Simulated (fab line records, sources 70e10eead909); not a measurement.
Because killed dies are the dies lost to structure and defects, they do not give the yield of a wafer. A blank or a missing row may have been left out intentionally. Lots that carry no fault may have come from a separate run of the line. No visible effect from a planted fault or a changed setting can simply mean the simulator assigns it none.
fab line records | flow nand-harc | part 1 of 2: steps 1 to 3 of 6
record lots=23 | wafers=69 | last-day=33
route steps=1302 shown A_STAIRCASE@652
lots with no fault: from the same line, run without faults
start-h: start of the lot's first displayed wafer, in hours after the record's first day | wait-h: how many hours have passed since the lot's step before this one | " as in the row above | L1.1+2: a row that stands for several wafers | - value missing, or start not given | * or withheld: withheld | < > ~ a bound
route shown NAME@n: NAME is a module with steps in the file, n the number in the route of the first one | usual: average and standard deviation across the fault-free wafers | same: alike in all rows | chamber/n: place in a boat | sites: the reading at each site | _std_site: how widely they spread, as a standard deviation | _edge_site: inner sites' mean taken away from outer sites' mean | radius-mm: for every site, how far away it sits from the centre of the wafer | mask NAME#n: copy n | behind: the tool/chamber that last shaped the wafer | hold: cause of the lot's hold/its duration in hours/its outcome | device: which transistor (n, p or np) failed to switch | end of line: tests run on the same wafers once the route is complete | a step without rows: its recipe alone | killed: dies lost to structure and defects at the first sort, not the wafer's yield | map: per-die view of a wafer (x killed, . not killed, _ where there is no die)
set.NAME: the setting the step ran with; set.NAME@STEP: the setting that earlier step ran with | model.NAME: the simulator's own value behind a step, which no gauge read
the route's steps for a sample of lots (tables are steps, rows are wafers)
services: when a tool's chamber went out of use (start-h, in hours from the record's first day, below 0 if earlier), for how many hours, and the reason
## steps
# step NHARC_A_STAIRCASE_ETCH_170
# recipe target-depth-a=2000 | time-s=66.667 | ion-energy-ev=250 | c4f6-flow-sccm=25 | o2-flow-sccm=20 | ar-flow-sccm=500 | rf-w=600 | bias-w=500 | chemistry=C4F6/O2
# usual drypump-motor-current-A=5.6/0.39 | oes-product-au=0.973/0.012 | rf-vpp-V=545.7/2.6 | showerhead-plenum-p-Torr=3.86/0.11 | throttle-valve-pct=26.903/0.0093
lot.wafer | tool        | chamber | start-h | wait-h | drypump-motor-current-A | oes-product-au | rf-hours-counter-h | rf-vpp-V | showerhead-plenum-p-Torr | throttle-valve-pct
L074.3    | rie-diel-09 | 0       | -       | -      | 5.7                     | 0.966          | 6                  | 544.1    | 3.75                     | 26.887
L074.2    | "           | 1       | "       | "      | 6.2                     | 0.959          | 6                  | 543.7    | 3.78                     | 26.892
L074.6    | "           | 2       | "       | "      | 5.9                     | 0.959          | -                  | 546.2    | 3.95                     | 26.913
L075.2    | rie-diel-01 | 0       | -       | -      | 5.7                     | 0.979          | 33                 | 544.8    | 3.86                     | 26.908
L075.5    | "           | 0       | "       | "      | 5.7                     | 0.985          | -                  | 545.4    | 3.86                     | 26.915
L075.4    | "           | 1       | "       | "      | 4.8                     | 0.986          | -                  | 547.9    | 4.02                     | 26.892
L078.2    | rie-diel-09 | 3       | -       | -      | 5.8                     | 0.944          | 9                  | 549.1    | 4.01                     | 26.882
L078.1    | "           | 2       | "       | "      | 5.9                     | 0.947          | 19                 | 547.5    | 3.94                     | 26.908
L078.4    | "           | 3       | "       | "      | 5.8                     | 0.946          | -                  | 548.8    | 4.01                     | 26.909
L077.3    | rie-diel-06 | 1       | -       | -      | 5.8                     | 0.977          | 30                 | 548.4    | 4.02                     | 26.915
L077.4    | "           | 3       | "       | "      | 5.9                     | 0.973          | 34                 | 543.0    | 3.77                     | 26.898
L077.5    | "           | 2       | "       | "      | 5.1                     | 0.953          | -                  | 547.3    | 3.95                     | 26.905
L076.2    | rie-diel-09 | 1       | -       | -      | 6.2                     | 0.969          | 19                 | 542.4    | 3.77                     | 26.910
L076.5    | "           | 3       | "       | "      | 5.8                     | 0.972          | -                  | 547.7    | 4.01                     | 26.897
L076.6    | "           | 2       | "       | "      | 5.8                     | 0.970          | -                  | 548.6    | 3.94                     | 26.893
L080.3    | rie-diel-01 | 0       | -       | -      | 5.7                     | 0.981          | 12                 | 544.8    | 3.85                     | 26.890
L080.5    | "           | 0       | "       | "      | 5.6                     | 0.970          | -                  | 546.5    | 3.85                     | 26.886
L080.6    | "           | 1       | "       | "      | 4.8                     | 0.972          | -                  | 549.6    | 4.01                     | 26.909
L081.3    | rie-diel-01 | 1       | -       | -      | 4.8                     | 0.986          | 11                 | 547.2    | 4.01                     | 26.910
L081.1    | "           | 2       | "       | "      | 5.9                     | 0.982          | 12                 | 542.2    | 3.71                     | 26.911
L081.5    | "           | 3       | "       | "      | 5.2                     | 0.967          | -                  | 543.2    | 3.72                     | 26.893
L082.4    | rie-diel-01 | 2       | -       | -      | 5.9                     | 0.973          | 16                 | 542.7    | 3.71                     | 26.885
L082.5    | "           | 1       | "       | "      | 4.8                     | 0.971          | -                  | 549.8    | 4.00                     | 26.899
L082.6    | "           | 2       | "       | "      | 5.9                     | 0.975          | -                  | 540.7    | 3.71                     | 26.914
L083.2    | rie-diel-06 | 1       | -       | -      | 5.8                     | 0.975          | 51                 | 548.7    | 4.01                     | 26.906
L083.5    | "           | 1       | "       | "      | 5.8                     | 0.972          | -                  | 547.7    | 4.01                     | 26.895
L083.6    | "           | 2       | "       | "      | 5.0                     | 0.976          | -                  | 547.4    | 3.94                     | 26.909
L084.4    | rie-diel-06 | 0       | -       | -      | 5.7                     | 0.970          | 56                 | 544.4    | 3.85                     | 26.898
L084.6    | "           | 1       | "       | "      | 5.8                     | 0.961          | -                  | 548.2    | 4.01                     | 26.922
L084.5    | "           | 2       | "       | "      | 5.0                     | 0.956          | -                  | 546.3    | 3.94                     | 26.901
L085.4    | rie-diel-01 | 2       | -       | -      | 5.9                     | 0.968          | 20                 | 543.6    | 3.71                     | 26.910
L085.3    | "           | 0       | "       | "      | 5.7                     | 0.956          | 25                 | 546.1    | 3.84                     | 26.902
L085.5    | "           | 2       | "       | "      | 5.9                     | 0.985          | -                  | 542.6    | 3.71                     | 26.913
L087.4    | rie-diel-01 | 1       | -       | -      | 4.8                     | 0.994          | 25                 | 549.4    | 4.00                     | 26.893
L087.2    | "           | 2       | "       | "      | 5.9                     | 0.988          | 25                 | 543.2    | 3.71                     | 26.912
L087.3    | "           | 0       | "       | "      | 5.7                     | 0.978          | 29                 | 546.4    | 3.84                     | 26.902
L086.2    | rie-diel-09 | 1       | -       | -      | 6.2                     | 0.970          | 51                 | 544.7    | 3.75                     | 26.903
L086.5    | "           | 2       | "       | "      | 5.9                     | 0.972          | -                  | 548.5    | 3.92                     | 26.911
L086.6    | "           | 3       | "       | "      | 5.8                     | 0.970          | -                  | 548.6    | 3.99                     | 26.909
L089.3    | rie-diel-06 | 0       | -       | -      | 5.7                     | 0.991          | 5                  | 547.2    | 3.84                     | 26.912
L089.6    | "           | 0       | "       | "      | 5.7                     | 0.984          | -                  | 545.8    | 3.84                     | 26.894
L089.5    | "           | 1       | "       | "      | 5.8                     | 1.005          | -                  | 549.0    | 4.00                     | 26.901
L088.4    | rie-diel-06 | 2       | -       | -      | 5.0                     | 0.973          | 3                  | 545.5    | 3.93                     | 26.901
L088.2    | "           | 0       | "       | "      | 5.7                     | 0.956          | 5                  | 545.1    | 3.84                     | 26.909
L088.5    | "           | 2       | "       | "      | 5.0                     | 0.970          | -                  | 546.1    | 3.93                     | 26.914
L090.1    | rie-diel-01 | 3       | -       | -      | 5.2                     | 0.994          | 39                 | 542.6    | 3.71                     | 26.903
L090.2    | "           | 1       | "       | "      | 4.8                     | 0.977          | 40                 | 549.0    | 3.99                     | 26.902
L090.3    | "           | 2       | "       | "      | 5.9                     | 0.973          | 38                 | 541.7    | 3.70                     | 26.906
L091.2    | rie-diel-09 | 0       | -       | -      | 5.7                     | 0.960          | 3                  | 541.6    | 3.73                     | 26.909
L091.4    | "           | 1       | "       | "      | 6.2                     | 0.971          | 3                  | 543.3    | 3.74                     | 26.888
L091.3    | "           | 2       | "       | "      | 5.9                     | 0.969          | 3                  | 546.6    | 3.91                     | 26.909
L092.1    | rie-diel-01 | 3       | -       | -      | 5.3                     | 0.972          | 42                 | 542.7    | 3.71                     | 26.897
L092.2    | "           | 2       | "       | "      | 5.9                     | 0.968          | 41                 | 542.6    | 3.70                     | 26.912
L092.5    | "           | 0       | "       | "      | 5.7                     | 0.962          | -                  | 544.9    | 3.83                     | 26.913
L093.3    | rie-diel-09 | 1       | -       | -      | 6.2                     | 0.977          | 11                 | 545.1    | 3.74                     | 26.912
L093.4    | "           | 2       | "       | "      | 5.8                     | 0.985          | 14                 | 546.2    | 3.91                     | 26.901
L093.2    | "           | 0       | "       | "      | 5.7                     | 0.977          | 11                 | 543.5    | 3.72                     | 26.906
L095.2    | rie-diel-06 | 1       | -       | -      | 5.8                     | 0.988          | 24                 | 548.6    | 3.99                     | 26.909
L095.4    | "           | 2       | "       | "      | 5.1                     | 0.988          | 23                 | 548.0    | 3.92                     | 26.926
L095.1    | "           | 3       | "       | "      | 5.9                     | 0.978          | 19                 | 543.9    | 3.75                     | 26.901
L094.4    | rie-diel-06 | 3       | -       | -      | 5.9                     | 0.968          | 19                 | 543.0    | 3.75                     | 26.902
L094.2    | "           | 2       | "       | "      | 5.1                     | 0.954          | 23                 | 545.6    | 3.92                     | 26.902
L094.5    | "           | 3       | "       | "      | 5.9                     | 0.974          | -                  | 541.9    | 3.75                     | 26.893
L096.1    | rie-diel-09 | 0       | -       | -      | 5.7                     | 0.973          | 29                 | 542.3    | 3.71                     | 26.892
L096.3    | "           | 2       | "       | "      | 5.9                     | 0.973          | 25                 | 547.9    | 3.90                     | 26.902
L096.6    | "           | 0       | "       | "      | 5.7                     | 0.987          | -                  | 543.1    | 3.71                     | 26.911
L097.1    | rie-diel-06 | 1       | -       | -      | 5.8                     | 0.982          | 28                 | 548.9    | 3.98                     | 26.903
L097.2    | "           | 0       | "       | "      | 5.7                     | 0.984          | 29                 | 543.8    | 3.83                     | 26.901
L097.5    | "           | 1       | "       | "      | 5.8                     | 0.986          | -                  | 547.0    | 3.99                     | 26.900
# step NHARC_A_STAIRCASE_DESCUM_11
# recipe time-s=3 | o2-flow-sccm=200 | ar-flow-sccm=0 | bias-power-w=0 | chemistry=O2
# usual drypump-motor-current-A=5.6/0.41 | oes-product-au=1.000/0.0073 | rf-vpp-V=57.6/0.89 | showerhead-plenum-p-Torr=1.87/0.062 | throttle-valve-pct=11.312/0.01
lot.wafer | tool        | chamber | start-h | wait-h | drypump-motor-current-A | oes-product-au | rf-hours-counter-h | rf-vpp-V | showerhead-plenum-p-Torr | throttle-valve-pct
L074.2    | rie-diel-09 | 0       | 346.16  | -      | 5.7                     | 1.005          | 8                  | 57.4     | 1.82                     | 11.314
L074.3    | "           | 1       | "       | "      | 6.2                     | 0.992          | 8                  | 59.3     | 1.83                     | 11.321
L074.6    | "           | 0       | "       | "      | 5.7                     | 0.993          | -                  | 57.2     | 1.82                     | 11.318
L075.2    | rie-diel-09 | 3       | 356.88  | -      | 5.8                     | 0.990          | 2                  | 56.7     | 1.96                     | 11.303
L075.4    | "           | 0       | "       | "      | 5.7                     | 0.998          | 12                 | 57.2     | 1.82                     | 11.301
L075.5    | "           | 1       | "       | "      | 6.2                     | 0.992          | -                  | 58.3     | 1.83                     | 11.310
L078.1    | rie-diel-06 | 2       | 382.98  | -      | 5.0                     | 1.000          | 32                 | 57.7     | 1.93                     | 11.320
L078.4    | "           | 3       | "       | "      | 5.9                     | 0.987          | 33                 | 57.8     | 1.83                     | 11.311
L078.2    | "           | 0       | "       | "      | 5.8                     | 0.999          | 30                 | 56.5     | 1.88                     | 11.331
L077.4    | rie-diel-06 | 2       | 386.44  | -      | 5.0                     | 1.001          | 34                 | 58.1     | 1.93                     | 11.306
L077.3    | "           | 3       | "       | "      | 5.9                     | 1.001          | 35                 | 56.0     | 1.83                     | 11.322
L077.5    | "           | 0       | "       | "      | 5.7                     | 1.014          | -                  | 55.2     | 1.88                     | 11.302
L076.2    | rie-diel-06 | 0       | 386.64  | -      | 5.8                     | 0.995          | 32                 | 58.1     | 1.88                     | 11.324
L076.6    | "           | 1       | "       | "      | 5.8                     | 1.003          | -                  | 57.6     | 1.97                     | 11.314
L076.5    | "           | 2       | "       | "      | 5.0                     | 0.985          | -                  | 56.9     | 1.93                     | 11.333
L080.3    | rie-diel-01 | 2       | 423.02  | -      | 5.9                     | 0.995          | 11                 | 55.2     | 1.80                     | 11.299
L080.6    | "           | 0       | "       | "      | 5.7                     | 0.998          | -                  | 58.8     | 1.87                     | 11.305
L080.5    | "           | 1       | "       | "      | 4.8                     | 1.010          | -                  | 58.3     | 1.96                     | 11.336
L081.1    | rie-diel-01 | 1       | 427.61  | -      | 4.8                     | 1.004          | 11                 | 58.2     | 1.96                     | 11.315
L081.3    | "           | 0       | "       | "      | 5.6                     | 1.005          | 13                 | 58.2     | 1.87                     | 11.306
L081.5    | "           | 1       | "       | "      | 4.8                     | 0.999          | -                  | 58.4     | 1.96                     | 11.301
L082.4    | rie-diel-01 | 3       | 447.92  | -      | 5.3                     | 1.005          | 18                 | 55.8     | 1.80                     | 11.324
L082.5    | "           | 1       | "       | "      | 4.8                     | 1.000          | -                  | 58.5     | 1.96                     | 11.295
L082.6    | "           | 2       | "       | "      | 5.9                     | 0.998          | -                  | 57.3     | 1.80                     | 11.312
L083.2    | rie-diel-06 | 0       | 448.20  | -      | 5.7                     | 0.996          | 51                 | 56.9     | 1.87                     | 11.319
L083.6    | "           | 3       | "       | "      | 5.9                     | 0.993          | -                  | 57.5     | 1.83                     | 11.332
L083.5    | "           | 0       | "       | "      | 5.7                     | 0.989          | -                  | 58.5     | 1.88                     | 11.307
L084.6    | rie-diel-09 | 2       | 459.84  | -      | 5.9                     | 0.994          | -                  | 58.1     | 1.91                     | 11.307
L084.5    | "           | 3       | "       | "      | 5.8                     | 0.994          | -                  | 57.3     | 1.95                     | 11.309
L084.4    | "           | 1       | "       | "      | 6.2                     | 0.994          | -                  | 58.5     | 1.82                     | 11.331
L085.3    | rie-diel-01 | 0       | 460.09  | -      | 5.7                     | 1.009          | 26                 | 58.6     | 1.87                     | 11.308
L085.4    | "           | 1       | "       | "      | 4.8                     | 1.006          | 22                 | 58.5     | 1.95                     | 11.295
L085.5    | "           | 1       | "       | "      | 4.8                     | 1.010          | -                  | 56.7     | 1.95                     | 11.316
L087.2    | rie-diel-09 | 3       | 474.41  | -      | 5.8                     | 0.991          | 45                 | 57.4     | 1.95                     | 11.319
L087.4    | "           | 1       | "       | "      | 6.2                     | 0.998          | 51                 | 57.9     | 1.82                     | 11.299
L087.3    | "           | 2       | "       | "      | 5.8                     | 1.002          | 53                 | 56.8     | 1.91                     | 11.316
L086.2    | rie-diel-01 | 3       | 474.53  | -      | 5.3                     | 1.002          | 28                 | 57.9     | 1.80                     | 11.297
L086.5    | "           | 1       | "       | "      | 4.8                     | 1.000          | -                  | 58.1     | 1.95                     | 11.312
L086.6    | "           | 2       | "       | "      | 5.9                     | 1.001          | -                  | 57.9     | 1.80                     | 11.313
L089.3    | rie-diel-01 | 1       | 508.07  | -      | 4.8                     | 0.995          | 37                 | 57.6     | 1.95                     | 11.308
L089.6    | "           | 3       | "       | "      | 5.2                     | 1.018          | -                  | 56.4     | 1.80                     | 11.300
L089.5    | "           | 0       | "       | "      | 5.7                     | 0.999          | -                  | 56.9     | 1.87                     | 11.310
L088.2    | rie-diel-06 | 2       | 508.22  | -      | 5.1                     | 1.003          | 4                  | 55.8     | 1.92                     | 11.318
L088.4    | "           | 3       | "       | "      | 5.9                     | 1.001          | 5                  | 57.7     | 1.82                     | 11.299
L088.5    | "           | 1       | "       | "      | 5.8                     | 1.006          | -                  | 57.1     | 1.95                     | 11.307
L090.2    | rie-diel-06 | 1       | 518.88  | -      | 5.7                     | 0.995          | 8                  | 60.2     | 1.95                     | 11.317
L090.3    | "           | 3       | "       | "      | 5.9                     | 0.999          | 8                  | 57.9     | 1.82                     | 11.317
L090.1    | "           | 0       | "       | "      | 5.8                     | 0.999          | 9                  | 57.7     | 1.87                     | 11.307
L091.4    | rie-diel-01 | 2       | 519.45  | -      | 5.9                     | 0.993          | 38                 | 57.2     | 1.79                     | 11.304
L091.2    | "           | 3       | "       | "      | 5.3                     | 1.007          | 39                 | 58.4     | 1.80                     | 11.315
L091.3    | "           | 1       | "       | "      | 4.8                     | 0.997          | 40                 | 58.0     | 1.95                     | 11.307
L092.1    | rie-diel-01 | 3       | 528.29  | -      | 5.3                     | 1.007          | 43                 | 57.2     | 1.80                     | 11.310
L092.2    | "           | 0       | "       | "      | 5.7                     | 0.995          | 46                 | 58.4     | 1.86                     | 11.291
L092.5    | "           | 0       | "       | "      | 5.7                     | 1.004          | -                  | 56.2     | 1.86                     | 11.319
L093.3    | rie-diel-01 | 0       | 543.92  | -      | 5.7                     | 0.984          | 48                 | 58.1     | 1.86                     | 11.303
L093.2    | "           | 1       | "       | "      | 4.8                     | 1.000          | 48                 | 57.9     | 1.95                     | 11.300
L093.4    | "           | 2       | "       | "      | 5.9                     | 0.988          | 46                 | 57.0     | 1.79                     | 11.320
L095.1    | rie-diel-06 | 1       | 567.17  | -      | 5.8                     | 1.007          | 24                 | 58.7     | 1.95                     | 11.311
L095.4    | "           | 2       | "       | "      | 5.0                     | 1.005          | 24                 | 58.0     | 1.91                     | 11.317
L095.2    | "           | 3       | "       | "      | 5.9                     | 1.014          | 19                 | 58.1     | 1.82                     | 11.306
L094.2    | rie-diel-01 | 0       | 567.47  | -      | 5.7                     | 1.005          | 0                  | 58.2     | 1.86                     | 11.302
L094.5    | "           | 2       | "       | "      | 5.9                     | 1.010          | -                  | 58.3     | 1.79                     | 11.311
L094.4    | "           | 1       | "       | "      | 4.8                     | 1.007          | -                  | 58.9     | 1.94                     | 11.302
L096.3    | rie-diel-09 | 3       | 573.47  | -      | 5.8                     | 0.998          | 25                 | 58.8     | 1.94                     | 11.315
L096.1    | "           | 1       | "       | "      | 6.2                     | 1.003          | 28                 | 57.4     | 1.81                     | 11.331
L096.6    | "           | 0       | "       | "      | 5.7                     | 1.000          | -                  | 57.7     | 1.80                     | 11.326
L097.2    | rie-diel-01 | 0       | 587.59  | -      | 5.7                     | 1.006          | 8                  | 56.1     | 1.86                     | 11.312
L097.1    | "           | 2       | "       | "      | 5.9                     | 1.007          | 9                  | 57.7     | 1.79                     | 11.329
L097.5    | "           | 0       | "       | "      | 5.7                     | 1.002          | -                  | 58.7     | 1.86                     | 11.317
# step NHARC_A_STAIRCASE_TRIM_12
# recipe time-s=211.2 | o2-flow-sccm=500 | ar-flow-sccm=0 | bias-w=0 | chemistry=O2
# usual drypump-motor-current-A=5.6/0.4 | oes-product-au=1.001/0.0082 | rf-vpp-V=57.6/0.91 | showerhead-plenum-p-Torr=3.46/0.11 | throttle-valve-pct=17.038/0.0099
lot.wafer | tool        | chamber | start-h | wait-h | drypump-motor-current-A | oes-product-au | rf-hours-counter-h | rf-vpp-V | showerhead-plenum-p-Torr | throttle-valve-pct
L074.3    | rie-diel-09 | 2       | 346.25  | 0.1    | 5.8                     | 0.999          | 8                  | 59.3     | 3.55                     | 17.044
L074.2    | "           | 0       | "       | "      | 5.7                     | 0.988          | 8                  | 57.4     | 3.37                     | 17.026
L074.6    | "           | 2       | "       | "      | 5.8                     | 0.989          | -                  | 56.9     | 3.55                     | 17.036
L075.2    | rie-diel-09 | 0       | 357.11  | 0.2    | 5.7                     | 1.010          | 12                 | 57.1     | 3.37                     | 17.045
L075.4    | "           | 2       | "       | "      | 5.8                     | 0.992          | 13                 | 57.7     | 3.55                     | 17.047
L075.5    | "           | 3       | "       | "      | 5.8                     | 0.986          | -                  | 57.9     | 3.61                     | 17.031
L078.2    | rie-diel-06 | 3       | 383.06  | 0.1    | 5.9                     | 0.997          | 33                 | 58.2     | 3.39                     | 17.033
L078.4    | "           | 1       | "       | "      | 5.8                     | 1.013          | 29                 | 57.0     | 3.62                     | 17.027
L078.1    | "           | 2       | "       | "      | 5.1                     | 1.002          | 32                 | 58.6     | 3.55                     | 17.043
L077.4    | rie-diel-06 | 3       | 386.51  | 0.1    | 5.9                     | 0.998          | 35                 | 57.6     | 3.39                     | 17.037
L077.3    | "           | 2       | "       | "      | 5.0                     | 0.991          | 34                 | 57.9     | 3.55                     | 17.028
L077.5    | "           | 0       | "       | "      | 5.8                     | 0.997          | -                  | 57.9     | 3.47                     | 17.061
L076.2    | rie-diel-06 | 0       | 386.70  | 0.1    | 5.8                     | 1.011          | 32                 | 57.4     | 3.47                     | 17.031
L076.6    | "           | 0       | "       | "      | 5.7                     | 1.007          | -                  | 57.7     | 3.47                     | 17.039
L076.5    | "           | 1       | "       | "      | 5.8                     | 1.003          | -                  | 58.8     | 3.62                     | 17.048
L080.3    | rie-diel-01 | 1       | 423.12  | 0.1    | 4.8                     | 1.002          | 10                 | 59.2     | 3.61                     | 17.012
L080.6    | "           | 3       | "       | "      | 5.2                     | 1.013          | -                  | 56.9     | 3.34                     | 17.028
L080.5    | "           | 0       | "       | "      | 5.7                     | 0.997          | -                  | 58.9     | 3.46                     | 17.026
L081.1    | rie-diel-01 | 2       | 427.70  | 0.1    | 5.9                     | 1.004          | 12                 | 56.9     | 3.34                     | 17.024
L081.3    | "           | 3       | "       | "      | 5.2                     | 1.000          | 14                 | 56.4     | 3.34                     | 17.043
L081.5    | "           | 3       | "       | "      | 5.3                     | 1.004          | -                  | 56.7     | 3.34                     | 17.057
L082.4    | rie-diel-01 | 1       | 448.03  | 0.1    | 4.8                     | 0.998          | 17                 | 59.0     | 3.60                     | 17.028
L082.6    | "           | 2       | "       | "      | 5.9                     | 0.995          | -                  | 57.3     | 3.33                     | 17.036
L082.5    | "           | 3       | "       | "      | 5.3                     | 1.006          | -                  | 57.6     | 3.34                     | 17.041
L083.2    | rie-diel-06 | 3       | 448.30  | 0.1    | 5.9                     | 1.002          | 52                 | 56.4     | 3.38                     | 17.024
L083.5    | "           | 1       | "       | "      | 5.8                     | 1.000          | -                  | 56.9     | 3.61                     | 17.043
L083.6    | "           | 2       | "       | "      | 5.1                     | 1.003          | -                  | 59.1     | 3.54                     | 17.045
L084.5    | rie-diel-09 | 3       | 459.98  | 0.1    | 5.8                     | 0.984          | -                  | 56.9     | 3.59                     | 17.053
L084.4    | "           | 1       | "       | "      | 6.2                     | 0.984          | -                  | 58.2     | 3.37                     | 17.046
L084.6    | "           | 2       | "       | "      | 5.8                     | 0.991          | -                  | 57.3     | 3.53                     | 17.043
L085.4    | rie-diel-01 | 1       | 460.17  | 0.1    | 4.8                     | 0.995          | 22                 | 58.4     | 3.60                     | 17.045
L085.3    | "           | 3       | "       | "      | 5.3                     | 1.004          | 26                 | 57.5     | 3.34                     | 17.028
L085.5    | "           | 2       | "       | "      | 5.9                     | 1.013          | -                  | 56.6     | 3.33                     | 17.034
L087.3    | rie-diel-09 | 0       | 474.51  | 0.1    | 5.7                     | 1.009          | 44                 | 58.2     | 3.35                     | 17.021
L087.4    | "           | 1       | "       | "      | 6.2                     | 1.000          | 51                 | 56.6     | 3.37                     | 17.032
L087.2    | "           | 2       | "       | "      | 5.9                     | 1.002          | 53                 | 58.7     | 3.52                     | 17.015
L086.2    | rie-diel-01 | 0       | 474.60  | 0.1    | 5.7                     | 1.002          | 30                 | 56.9     | 3.45                     | 17.048
L086.6    | "           | 0       | "       | "      | 5.7                     | 1.004          | -                  | 58.4     | 3.45                     | 17.039
L086.5    | "           | 1       | "       | "      | 4.8                     | 1.016          | -                  | 56.9     | 3.60                     | 17.039
L089.3    | rie-diel-01 | 2       | 508.15  | 0.1    | 5.9                     | 0.981          | 36                 | 58.3     | 3.32                     | 17.037
L089.5    | "           | 1       | "       | "      | 4.8                     | 0.992          | -                  | 57.3     | 3.59                     | 17.060
L089.6    | "           | 2       | "       | "      | 5.9                     | 0.976          | -                  | 56.7     | 3.32                     | 17.045
L088.2    | rie-diel-06 | 3       | 508.33  | 0.1    | 5.9                     | 1.008          | 5                  | 57.7     | 3.37                     | 17.046
L088.4    | "           | 0       | "       | "      | 5.8                     | 1.006          | 5                  | 57.5     | 3.45                     | 17.037
L088.5    | "           | 2       | "       | "      | 5.0                     | 1.013          | -                  | 57.2     | 3.53                     | 17.037
L090.2    | rie-diel-06 | 2       | 518.97  | 0.1    | 5.0                     | 0.996          | 7                  | 58.1     | 3.53                     | 17.053
L090.1    | "           | 3       | "       | "      | 5.9                     | 1.013          | 8                  | 55.8     | 3.37                     | 17.059
L090.3    | "           | 0       | "       | "      | 5.8                     | 1.007          | 9                  | 57.0     | 3.45                     | 17.039
L091.4    | rie-diel-01 | 2       | 519.53  | 0.1    | 5.9                     | 1.008          | 38                 | 56.7     | 3.32                     | 17.041
L091.3    | "           | 3       | "       | "      | 5.2                     | 1.009          | 39                 | 56.0     | 3.33                     | 17.025
L091.2    | "           | 1       | "       | "      | 4.8                     | 0.998          | 40                 | 57.7     | 3.59                     | 17.034
L092.2    | rie-diel-01 | 0       | 528.37  | 0.1    | 5.7                     | 0.998          | 46                 | 58.4     | 3.44                     | 17.035
L092.1    | "           | 1       | "       | "      | 4.8                     | 1.007          | 45                 | 58.4     | 3.59                     | 17.032
L092.5    | "           | 0       | "       | "      | 5.7                     | 0.988          | -                  | 57.3     | 3.44                     | 17.032
L093.2    | rie-diel-01 | 0       | 544.01  | 0.1    | 5.7                     | 0.988          | 48                 | 58.8     | 3.44                     | 17.034
L093.3    | "           | 1       | "       | "      | 4.8                     | 0.996          | 48                 | 60.1     | 3.58                     | 17.049
L093.4    | "           | 2       | "       | "      | 5.9                     | 0.990          | 46                 | 57.2     | 3.32                     | 17.042
L095.1    | rie-diel-06 | 1       | 567.25  | 0.1    | 5.8                     | 1.011          | 24                 | 58.3     | 3.59                     | 17.048
L095.2    | "           | 3       | "       | "      | 5.9                     | 1.001          | 19                 | 56.5     | 3.36                     | 17.019
L095.4    | "           | 0       | "       | "      | 5.8                     | 1.010          | 24                 | 57.4     | 3.44                     | 17.031
L094.2    | rie-diel-01 | 1       | 567.56  | 0.1    | 4.8                     | 1.006          | 0                  | 57.9     | 3.58                     | 17.041
L094.5    | "           | 1       | "       | "      | 4.8                     | 1.012          | -                  | 59.2     | 3.58                     | 17.045
L094.4    | "           | 0       | "       | "      | 5.7                     | 0.990          | -                  | 57.8     | 3.44                     | 17.031
L096.1    | rie-diel-09 | 3       | 573.55  | 0.1    | 5.8                     | 1.004          | 25                 | 57.5     | 3.57                     | 17.045
L096.3    | "           | 1       | "       | "      | 6.2                     | 0.994          | 28                 | 58.0     | 3.35                     | 17.034
L096.6    | "           | 0       | "       | "      | 5.7                     | 1.006          | -                  | 58.7     | 3.33                     | 17.030
L097.1    | rie-diel-01 | 1       | 587.68  | 0.1    | 4.8                     | 1.014          | 10                 | 57.6     | 3.58                     | 17.063
L097.2    | "           | 3       | "       | "      | 5.3                     | 1.007          | 7                  | 57.7     | 3.32                     | 17.032
L097.5    | "           | 0       | "       | "      | 5.7                     | 1.008          | -                  | 55.8     | 3.43                     | 17.027
